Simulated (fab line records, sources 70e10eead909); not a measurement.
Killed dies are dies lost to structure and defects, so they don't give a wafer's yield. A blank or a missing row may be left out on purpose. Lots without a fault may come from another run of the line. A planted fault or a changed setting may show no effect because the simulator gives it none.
A struck lot beside a sound one | flow nand_harc | 40 steps out of a route of 1302
Sound: wafers L260.2, L260.3, L260.6. Struck: wafers L269.2, L269.5, L269.6. The cause comes at the end.
At each step with rows: each side's tool, then ch and its chambers, then its first start. Under that, the readings that differ: sound wafers | struck wafers | difference of the means | sigmas: that difference in standard deviations of wafers without a fault.
alike: readings whose means differ by less than 2 such deviations, and words and numbers that are the same on both sides. not compared: withheld readings, readings that some wafer has no value for, bounds like >300 that may hide the same value, and numbers for which the record gives no deviation and whose values overlap.
The two part at a step that has a row with sigmas, a row that says differs or no value, or rows on one side only. Numbers that don't overlap but have no deviation are shown without sigmas and don't part them. A reading that every wafer of one side lacks parts them only if that side has two wafers or more.

NHARC_P_CONTACT_DESCUM_17: chemistry O2, time 3 s.
  sound on rie_diel-13 ch 2,3, day 7 08:53; struck on rie_diel-06 ch 0,1,2, day 11 01:20
  alike: chamber_pressure_mTorr, drypump_motor_current_A, oes_product_au, rf_vpp_V, showerhead_plenum_p_Torr, throttle_valve_pct
  not compared: rf_hours_counter_h
NHARC_P_CONTACT_ETCH_35: etches the open film in CF4, target depth 39 nm, time 65 s.
  sound on rie_diel-13 ch 1,2,3, day 7 08:59; struck on rie_diel-06 ch 0,1,3, day 11 01:25
  alike: chamber_pressure_mTorr, drypump_motor_current_A, oes_product_au, rf_vpp_V, showerhead_plenum_p_Torr, throttle_valve_pct
  not compared: rf_hours_counter_h
then, 1 step without rows for these wafers: NHARC_P_CONTACT_ETCH_36 (etches the open film in N2/H2, target depth 260 nm, time 406.25 s).
NHARC_P_CONTACT_ETCH_18: etches the open film in C4F8/O2/Ar, target depth 481 nm, time 240.5 s.
  sound on rie_diel-13 ch 1,2,3; struck on rie_diel-06 ch 0,2,3
  alike: chamber_pressure_mTorr, oes_product_au, rf_vpp_V
  not compared: rf_hours_counter_h
then, 2 steps without rows for these wafers: NHARC_P_CONTACT_STRIP_37 (strips in C4F8/O2/Ar); NHARC_P_CONTACT_ETCH_31 (etches the open film in CH3F/O2, target depth 30 nm, time 85.7 s).
NHARC_P_CONTACT_CD_MEAS_19:
  sound on cd_sem-01, day 7 09:46; struck on cd_sem-03, day 11 02:11
  reading    | sound          | struck         | difference | sigmas
  cd_nm (nm) | 92.6 90.7 94.1 | 88.1 88.6 88.4 | -4.1       | -2
then, 5 steps without rows for these wafers: NHARC_P_CONTACT_STRIP_28 (strips in O2); NHARC_P_CONTACT_STRIP_29 (strips in post etch residue remover, time 1200 s); NHARC_P_CONTACT_DEGAS_38 (time 60 s); NHARC_P_CONTACT_PRE_CLEAN_39 (time 19.5 s); NHARC_P_CONTACT_PVD_32 (deposits Ti, target thk 5 nm, time 17.7 s).
NHARC_P_CONTACT_ALD_22: deposits TiN, target thk 3 nm, pulse time 1 s, ald cycles 150.
  sound on ald_metal-02 ch 0,2, day 7 10:43; struck on ald_metal-04 ch 0,2,3, day 11 03:20
  alike: heater_power_outer_w, heater_power_w, precursor_pulse_height_rel
NHARC_P_CONTACT_CVD_23: deposits W, target thk 200 nm, time 557 s.
  sound on cvd_w-02 ch 0,1; struck on cvd_w-01 ch 0,1
  alike: chamber_pressure_Torr, heater_power_outer_w, heater_power_w, throttle_valve_pct
then, 12 steps without rows for these wafers: NHARC_P_CONTACT_CMP_24 (polishes, t overpolish 30 s, target thk 200 nm); NHARC_P_CONTACT_SRD_26; NHARC_P_M0_DEP_00 (deposits SiOC, target thk 150 nm); NHARC_P_M0_DEHYDRATE_01 (time 120 s); NHARC_P_M0_HMDS_02 (time 30 s); NHARC_P_M0_COAT_33 (time 65 s); NHARC_P_M0_COAT_03 (resist thk 90 nm); NHARC_P_M0_SOFTBAKE_04 (time 55 s); NHARC_P_M0_EBR_05; NHARC_P_M0_EXPOSE_06 (exposes mask P M0, target cd 90 nm); NHARC_P_M0_PEB_07 (peb time 65 s); NHARC_P_M0_DEVELOP_08 (develop time 35 s).
NHARC_P_M0_CD_MEAS_09: target cd 90 nm.
  sound on cd_sem-01 ch 0, day 7 12:44; struck on cd_sem-01 ch 0, day 11 05:28
  alike: cd_nm
NHARC_P_M0_OVL_MEAS_10: pitch 180 nm.
  sound on overlay-01, day 7 12:49; struck on overlay-01, day 11 05:32
  alike: overlay_x_nm, overlay_y_nm
NHARC_P_M0_DESCUM_14: chemistry O2, time 3 s.
  sound on rie_diel-08 ch 0,1,2, day 7 12:55; struck on rie_diel-03 ch 0,3, day 11 05:38
  alike: chamber_pressure_mTorr, drypump_motor_current_A, oes_product_au, rf_vpp_V, showerhead_plenum_p_Torr, throttle_valve_pct
  not compared: rf_hours_counter_h
then, 2 steps without rows for these wafers: NHARC_P_M0_ETCH_34 (etches the open film in N2/H2, target depth 40 nm, overetch 12 nm, time 43.94 s); NHARC_P_M0_ETCH_15 (etches the open film in C4F8/Ar, target depth 150 nm, overetch 15 nm, time 82.5 s).
NHARC_P_M0_CD_MEAS_16:
  sound on cd_sem-01, day 7 13:14; struck on cd_sem-01, day 11 05:56
  alike: cd_nm
then, 7 steps without rows for these wafers: NHARC_P_M0_STRIP_18 (strips in N2/H2); NHARC_P_M0_STRIP_19 (strips in post etch residue remover, time 600 s); NHARC_P_M0_DEGAS_28 (time 60 s); NHARC_P_M0_PRE_CLEAN_29 (time 30 s); NHARC_P_M0_PVD_20 (deposits TaN, target thk 5 nm, time 8.06 s); NHARC_P_M0_PVD_21 (deposits Cu, target thk 30 nm, time 20.49 s); NHARC_P_M0_ECD_22 (material Cu, target thk 400 nm).
-- the record jumps here: 19 days lie between the struck wafers' starts before and after (it left off in module P_M0 and takes up again in module END, whose first step shown is number 1302 of the route) --
NHARC_END_SORT_01:
  the record has rows for the struck wafers here (prober-02 ch 0, day 30 11:23) and none for the sound ones

WHERE THEY PART
First at NHARC_P_CONTACT_CD_MEAS_19; last, within this record, at NHARC_END_SORT_01.

WHY: what the simulator had put in
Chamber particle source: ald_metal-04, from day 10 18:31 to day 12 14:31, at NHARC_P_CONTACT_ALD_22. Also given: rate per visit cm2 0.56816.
